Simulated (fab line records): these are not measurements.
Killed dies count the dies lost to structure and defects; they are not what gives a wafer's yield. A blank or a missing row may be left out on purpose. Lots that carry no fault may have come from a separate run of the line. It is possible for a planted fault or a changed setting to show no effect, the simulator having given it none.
Matching of chambers	flow nand-harc	3 sister chambers for NHARC_A_STAIRCASE_DEP_156 on pecvd-03
The step deposits SiNx, target thk 50 nm. 6 wafers are shown with their chamber, then 7 later ones without.

== EACH WAFER AND ITS CHAMBER ==
wafer	chamber	heater-power-w (W)
L079.4	2	595
L079.6	1	688
L086.2	1	637
L087.2	2	687
L089.3	0	715
L089.4	0	740

== WAFERS WITHOUT THEIR CHAMBER ==
wafer	heater-power-w (W)
L089.5	667
L090.1	716
L090.5	604
L090.6	680
L093.1	729
L093.2	660
L093.4	692

== CHAMBER TAKEN BY EACH ==
wafer	from the rows above	in truth
L089.5	can't be placed: 1 or 2 or 0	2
L090.1	can't be placed: 0 or 1 or 2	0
L090.5	can't be placed: 2 or 1 or 0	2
L090.6	can't be placed: 1 or 2 or 0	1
L093.1	can't be placed: 0 or 1 or 2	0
L093.2	can't be placed: 1 or 2 or 0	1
L093.4	can't be placed: 1 or 0 or 2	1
Correct placement for 0 of the 7. Can't be placed from these rows: 7 (the true chamber is among the candidates in 7). Number placed wrongly: 0.
How it was worked out, from the rows above alone: a wafer's distance from a chamber is the root of the sum, over the readings, of the square of ((its reading less the chamber's mean) divided by the reading's scatter). The wafer belongs to the nearest chamber; if the next one is less than 2 further off, it can't be placed. The mean given for a chamber averages the wafers shown for that chamber. The scatter is the square root of a quotient: the sum, over the shown wafers, of each reading's squared deviation from its chamber's mean, divided by wafers minus chambers.
